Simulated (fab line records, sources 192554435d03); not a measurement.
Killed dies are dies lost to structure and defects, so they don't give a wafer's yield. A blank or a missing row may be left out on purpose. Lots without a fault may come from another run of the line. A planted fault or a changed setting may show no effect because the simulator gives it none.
Which tool did it? | flow n5_finfet | 24 lots, 72 wafers sampled, at 5 steps of a route of 1938

WHAT THE GAUGES READ, wafer by wafer
N5_BEOL_M6_OVL_MEAS_12. Usual: M6_OVL -0.1 nm, standard deviation 0.8.
lot  | measured     | on         | M6_OVL (nm)    | flag
L074 | day 8 17:19  | overlay-01 | -1.3 -0.8 0.2  |
L075 | day 8 18:29  | overlay-01 | 0.2 -0.9 -0.5  |
L076 | day 8 23:11  | overlay-02 | -0.4 0.5 -0.1  |
L078 | day 9 02:53  | overlay-02 | -0.3 0.3 0.4   |
L077 | day 9 06:36  | overlay-02 | -1.6 -0.7 -1.1 |
L079 | day 9 17:28  | overlay-01 | -0.3 -0.4 -1.0 |
L080 | day 10 04:14 | overlay-02 | 0.5 -0.1 0.4   |
L081 | day 10 20:05 | overlay-02 | -0.6 -0.3 -1.4 |
L084 | day 10 21:21 | overlay-02 | -1.1 -1.6 -2.1 |
L082 | day 11 02:41 | overlay-01 | 0.7 0.9 0.8    |
L083 | day 11 02:55 | overlay-01 | 2.0 0.7 0.3    |
L085 | day 11 06:31 | overlay-02 | -0.6 -1.4 -0.1 |
L087 | day 11 06:33 | overlay-01 | 0.1 -0.1 -0.9  |
L086 | day 11 11:37 | overlay-01 | 0.6 0.7 1.0    |
L089 | day 12 12:17 | overlay-02 | -0.7 1.3 -0.2  |
L088 | day 12 12:27 | overlay-01 | -0.2 0.1 0.4   |
L090 | day 12 17:53 | overlay-02 | -0.3 -1.4 -1.0 |
L091 | day 12 20:58 | overlay-02 | -1.1 -0.4 -0.2 |
L092 | day 12 21:12 | overlay-02 | -1.0 -0.2 -0.1 |
L093 | day 13 08:15 | overlay-02 | -0.1 -0.5 0.4  |
L095 | day 13 14:02 | overlay-02 | 0.8 0.0 0.3    |
L094 | day 13 22:23 | overlay-02 | -0.7 0.6 0.6   |
L097 | day 14 06:42 | overlay-01 | 1.0 -0.2 1.1   |
L096 | day 14 22:08 | overlay-01 | 0.7 0.9 -0.9   |

N5_BEOL_M6_CD_MEAS_28: target cd 40 nm. Usual: cd_nm 40.01 nm, standard deviation 0.23.
lot  | measured     | on        | cd_nm (nm)        | flag
L074 | day 8 19:34  | cd_sem-01 | 39.89 39.91 40.17 |
L075 | day 8 19:59  | cd_sem-02 | 39.78 39.95 39.73 |
L076 | day 9 01:38  | cd_sem-01 | 40.02 39.72 40.05 |
L078 | day 9 05:50  | cd_sem-03 | 40.14 40.51 40.13 |
L077 | day 9 07:46  | cd_sem-02 | 39.71 40.24 39.95 |
L079 | day 9 18:39  | cd_sem-02 | 39.77 40.15 40.41 |
L080 | day 10 05:36 | cd_sem-02 | 40.72 40.35 40.35 |
L081 | day 11 01:52 | cd_sem-01 | 39.71 39.47 40.08 |
L084 | day 11 02:03 | cd_sem-03 | 40.09 40.12 40.29 |
L082 | day 11 05:16 | cd_sem-01 | 40.05 40.00 40.35 |
L083 | day 11 05:13 | cd_sem-03 | 40.11 39.89 40.03 |
L085 | day 11 07:36 | cd_sem-01 | 39.79 39.91 40.00 |
L087 | day 11 07:39 | cd_sem-03 | 39.86 39.92 39.79 |
L086 | day 11 12:38 | cd_sem-01 | 40.13 39.84 40.01 |
L089 | day 12 16:22 | cd_sem-02 | 40.11 40.53 40.02 |
L088 | day 12 16:28 | cd_sem-01 | 40.06 39.98 40.09 |
L090 | day 12 20:00 | cd_sem-01 | 39.60 39.85 39.80 |
L091 | day 12 22:32 | cd_sem-01 | 40.01 40.42 39.71 |
L092 | day 12 22:47 | cd_sem-02 | 39.87 40.09 39.85 |
L093 | day 13 09:21 | cd_sem-01 | 39.99 39.63 39.81 |
L095 | day 13 16:41 | cd_sem-02 | 40.32 40.18 39.98 |
L094 | day 13 23:34 | cd_sem-03 | 39.98 39.80 39.84 |
L097 | day 14 09:50 | cd_sem-03 | 40.36 40.23 39.83 |
L096 | day 15 00:46 | cd_sem-02 | 39.68 39.71 39.45 |

WHICH TOOL RAN EACH LOT (tool, then ch and the chambers of the sampled wafers, then the start)
lot  | N5_BEOL_M5_CURE_80            | N5_BEOL_M5_DEGAS_44          | N5_BEOL_M6_PECVD_70
L074 | uv_cure-02 ch 1, day 8 06:16  | pvd_sputter-02, day 8 06:39  | pecvd-02 ch 1,2, day 8 15:02
L075 | uv_cure-03 ch 0, day 8 09:23  | pvd_sputter-01, day 8 10:01  | pecvd-02 ch 0,1,2, day 8 17:26
L076 | uv_cure-02 ch 1, day 8 14:02  | pvd_sputter-03, day 8 14:40  | pecvd-03 ch 0,2, day 8 22:11
L078 | uv_cure-03 ch 1, day 8 16:34  | pvd_sputter-02, day 8 17:14  | pecvd-04 ch 1,2, day 9 00:32
L077 | uv_cure-02 ch 0, day 8 20:46  | pvd_sputter-01, day 8 21:03  | pecvd-03 ch 0,1,2, day 9 03:51
L079 | uv_cure-03 ch 0, day 9 09:18  | pvd_sputter-01, day 9 09:34  | pecvd-04 ch 0,1, day 9 16:53
L080 | uv_cure-03 ch 0, day 9 19:58  | pvd_sputter-02, day 9 20:11  | pecvd-03 ch 0,1,2, day 10 03:10
L081 | uv_cure-01 ch 2, day 10 10:20 | pvd_sputter-01, day 10 11:08 | pecvd-04 ch 1,2, day 10 18:24
L084 | uv_cure-03 ch 0, day 10 12:54 | pvd_sputter-02, day 10 13:46 | pecvd-02 ch 0,1,2, day 10 20:36
L082 | uv_cure-02 ch 1, day 10 14:31 | pvd_sputter-02, day 10 15:08 | pecvd-04 ch 1,2, day 10 22:11
L083 | uv_cure-03 ch 1, day 10 15:02 | pvd_sputter-02, day 10 15:38 | pecvd-02 ch 0,1,2, day 10 22:44
L085 | uv_cure-01 ch 0, day 10 20:26 | pvd_sputter-01, day 10 20:47 | pecvd-04 ch 0,1, day 11 03:33
L087 | uv_cure-02 ch 2, day 10 20:32 | pvd_sputter-01, day 10 20:52 | pecvd-03 ch 1, day 11 03:59
L086 | uv_cure-02 ch 2, day 10 21:21 | pvd_sputter-01, day 11 02:12 | pecvd-03 ch 0,1,2, day 11 09:19
L089 | uv_cure-01 ch 0, day 12 02:50 | pvd_sputter-03, day 12 03:13 | pecvd-02 ch 1,2, day 12 10:19
L088 | uv_cure-02 ch 0, day 12 03:10 | pvd_sputter-01, day 12 03:28 | pecvd-03 ch 1,2, day 12 10:22
L090 | uv_cure-02 ch 2, day 12 06:56 | pvd_sputter-03, day 12 07:09 | pecvd-02 ch 0,1,2, day 12 14:10
L091 | uv_cure-01 ch 0, day 12 11:18 | pvd_sputter-02, day 12 12:04 | pecvd-02 ch 1,2, day 12 18:54
L092 | uv_cure-03 ch 0, day 12 11:47 | pvd_sputter-01, day 12 12:11 | pecvd-03 ch 0,2, day 12 19:10
L093 | uv_cure-01 ch 2, day 12 23:53 | pvd_sputter-02, day 13 00:20 | pecvd-04 ch 0,1, day 13 07:05
L095 | uv_cure-03 ch 2, day 13 03:56 | pvd_sputter-01, day 13 04:10 | pecvd-04 ch 1,2, day 13 11:38
L094 | uv_cure-03 ch 1, day 13 13:08 | pvd_sputter-01, day 13 13:54 | pecvd-04 ch 0,1,2, day 13 21:01
L097 | uv_cure-01 ch 2, day 13 22:08 | pvd_sputter-02, day 13 22:32 | pecvd-03 ch 0,1,2, day 14 05:19
L096 | uv_cure-03 ch 1, day 14 06:25 | pvd_sputter-01, day 14 06:40 | pecvd-02 ch 1,2, day 14 19:13
- N5_BEOL_M5_CURE_80: cures SiCOH lowk, time 120 s.
- N5_BEOL_M5_DEGAS_44: time 60 s.
- N5_BEOL_M6_PECVD_70: deposits SiO2 from TEOS/O2, target thk 20 nm, time 22.7 s.

WHAT THE TOOLS THEMSELVES READ (means of the sampled wafers that have a number; where no wafer has one, the mark that the record gives instead)
N5_BEOL_M5_CURE_80. Usual: lamp_power_pct 52.31 %, standard deviation 0.052; wafer_temp_C_max 371.8, standard deviation 0.53.
lot  | tool       | lamp_power_pct (%) | wafer_temp_C_max | flag
L074 | uv_cure-02 | 52.25              | 371.9            |
L075 | uv_cure-03 | 52.30              | 371.9            |
L076 | uv_cure-02 | 52.34              | 372.0            |
L078 | uv_cure-03 | 52.36              | 371.9            |
L077 | uv_cure-02 | 52.31              | 372.0            |
L079 | uv_cure-03 | 52.29              | 371.6            |
L080 | uv_cure-03 | 52.30              | 371.6            |
L081 | uv_cure-01 | 52.29              | 371.9            |
L084 | uv_cure-03 | 52.32              | 371.8            |
L082 | uv_cure-02 | 52.29              | 372.2            |
L083 | uv_cure-03 | 52.36              | 372.5            |
L085 | uv_cure-01 | 52.28              | 371.5            |
L087 | uv_cure-02 | 52.29              | 371.3            |
L086 | uv_cure-02 | 52.33              | 371.4            |
L089 | uv_cure-01 | 52.29              | 371.5            |
L088 | uv_cure-02 | 52.30              | 372.5            |
L090 | uv_cure-02 | 52.34              | 371.0            |
L091 | uv_cure-01 | 52.30              | 371.7            |
L092 | uv_cure-03 | 52.30              | 371.2            |
L093 | uv_cure-01 | 52.32              | 371.7            |
L095 | uv_cure-03 | 52.30              | 371.4            |
L094 | uv_cure-03 | 52.30              | 372.0            |
L097 | uv_cure-01 | 52.27              | 372.2            |
L096 | uv_cure-03 | 52.32              | 372.3            |

N5_BEOL_M5_DEGAS_44. Usual: heater_power_w 336 W, standard deviation 35.
lot  | tool           | heater_power_w (W) | flag
L074 | pvd_sputter-02 | 323                |
L075 | pvd_sputter-01 | 328                |
L076 | pvd_sputter-03 | 346                |
L078 | pvd_sputter-02 | 300                |
L077 | pvd_sputter-01 | 360                |
L079 | pvd_sputter-01 | 334                |
L080 | pvd_sputter-02 | 290                |
L081 | pvd_sputter-01 | 371                |
L084 | pvd_sputter-02 | 321                |
L082 | pvd_sputter-02 | 330                |
L083 | pvd_sputter-02 | 293                |
L085 | pvd_sputter-01 | 357                |
L087 | pvd_sputter-01 | 327                |
L086 | pvd_sputter-01 | 337                |
L089 | pvd_sputter-03 | 347                |
L088 | pvd_sputter-01 | 362                |
L090 | pvd_sputter-03 | 345                |
L091 | pvd_sputter-02 | 294                |
L092 | pvd_sputter-01 | 355                |
L093 | pvd_sputter-02 | 314                |
L095 | pvd_sputter-01 | 334                |
L094 | pvd_sputter-01 | 347                |
L097 | pvd_sputter-02 | 301                |
L096 | pvd_sputter-01 | 379                |

N5_BEOL_M6_PECVD_70. Usual: heater_power_w 743 W, standard deviation 94; showerhead_plenum_p_Torr 8.79 Torr, standard deviation 0.058; throttle_valve_pct 22.3 %, standard deviation 0.77.
lot  | tool     | heater_power_w (W) | showerhead_plenum_p_Torr (Torr) | throttle_valve_pct (%) | flag
L074 | pecvd-02 | 677                | 8.78                            | 21.2                   |
L075 | pecvd-02 | 649                | 8.79                            | 22.0                   |
L076 | pecvd-03 | 800                | 8.74                            | 22.2                   |
L078 | pecvd-04 | 756                | 8.79                            | 21.8                   |
L077 | pecvd-03 | 779                | 8.80                            | 22.4                   |
L079 | pecvd-04 | 784                | 8.76                            | 23.2                   |
L080 | pecvd-03 | 808                | 8.79                            | 22.5                   |
L081 | pecvd-04 | 640                | 8.75                            | 22.4                   |
L084 | pecvd-02 | 697                | 8.78                            | 21.8                   |
L082 | pecvd-04 | 725                | 8.79                            | 21.8                   |
L083 | pecvd-02 | 709                | 8.78                            | 21.8                   |
L085 | pecvd-04 | 765                | 8.78                            | 23.2                   |
L087 | pecvd-03 | 775                | 8.90                            | 22.3                   |
L086 | pecvd-03 | 758                | 8.80                            | 22.4                   |
L089 | pecvd-02 | 675                | 8.78                            | 21.6                   |
L088 | pecvd-03 | 676                | 8.77                            | 22.3                   |
L090 | pecvd-02 | 645                | 8.77                            | 22.0                   |
L091 | pecvd-02 | 694                | 8.78                            | 21.5                   |
L092 | pecvd-03 | 788                | 8.74                            | 22.5                   |
L093 | pecvd-04 | 714                | 8.75                            | 23.2                   |
L095 | pecvd-04 | 758                | 8.75                            | 22.6                   |
L094 | pecvd-04 | 803                | 8.79                            | 22.6                   |
L097 | pecvd-03 | 791                | 8.79                            | 22.6                   |
L096 | pecvd-02 | 611                | 8.78                            | 21.5                   |

THE ANSWER, worked out from the rows above alone
Rule: a lot is off if the mean of its wafers that have a number lies more than 3 standard deviations from the usual mean. A lot without any number at a reading at which 4 lots or more have one is off too. The other lots that the step has rows for count as sound. The gauges are gone through in route order, then the tools' own readings, and for those a lot's mean is taken as printed above. The first step at which some lot is off is used, and at that step the reading that is off furthest; a lot without a number counts as furthest.
No lot is off at any reading shown: from this, nothing can be told.

WHAT THE SIMULATOR HAD PUT IN
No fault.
